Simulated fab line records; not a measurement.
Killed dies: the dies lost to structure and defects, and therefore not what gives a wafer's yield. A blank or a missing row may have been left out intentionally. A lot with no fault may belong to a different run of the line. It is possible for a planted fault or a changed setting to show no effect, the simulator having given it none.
Matching of chambers + flow nand harc + 4 sister chambers for NHARC_A_STAIRCASE_TRIM_196 on rie diel-01
The step chemistry O2, time 211.2 s. 4 wafers are shown with their chamber, then 7 later ones without.

EACH WAFER AND ITS CHAMBER
| wafer  | chamber | showerhead plenum p Torr (Torr) |
|--------|---------|---------------------------------|
| L082.6 | 0       | 3.29                            |
| L090.5 | 1       | 3.56                            |
| L092.4 | 3       | 3.68                            |
| L095.5 | 2       | 3.51                            |

WAFERS MISSING THEIR CHAMBER
| wafer  | showerhead plenum p Torr (Torr) |
|--------|---------------------------------|
| L095.6 | 3.56                            |
| L096.1 | 3.56                            |
| L096.2 | 3.67                            |
| L096.3 | 3.28                            |
| L097.2 | 3.27                            |
| L097.3 | 3.55                            |
| L097.5 | 3.27                            |

WHICH CHAMBER EACH ONE RAN IN
| wafer  | from the rows above | in truth |
|--------|---------------------|----------|
| L095.6 | 1                   | 1        |
| L096.1 | 1                   | 1        |
| L096.2 | 3                   | 3        |
| L096.3 | 0                   | 0        |
| L097.2 | 0                   | 0        |
| L097.3 | 1                   | 1        |
| L097.5 | 0                   | 0        |
Correctly placed: 7 of 7. Left unplaced by these rows: 0. Placed wrongly: 0.
How it was worked out, from the rows above alone: a wafer's distance from a chamber is the root of the sum, over the readings, of the square of ((its reading less the chamber's mean) divided by the reading's scatter). The wafer belongs to the nearest chamber; if the next one is less than 2 further off, it can't be placed. Each chamber's mean is taken over the wafers shown for it. The scatter: root of mean squared gap, hidden wafer to nearest shown wafer, with one shown wafer a chamber.
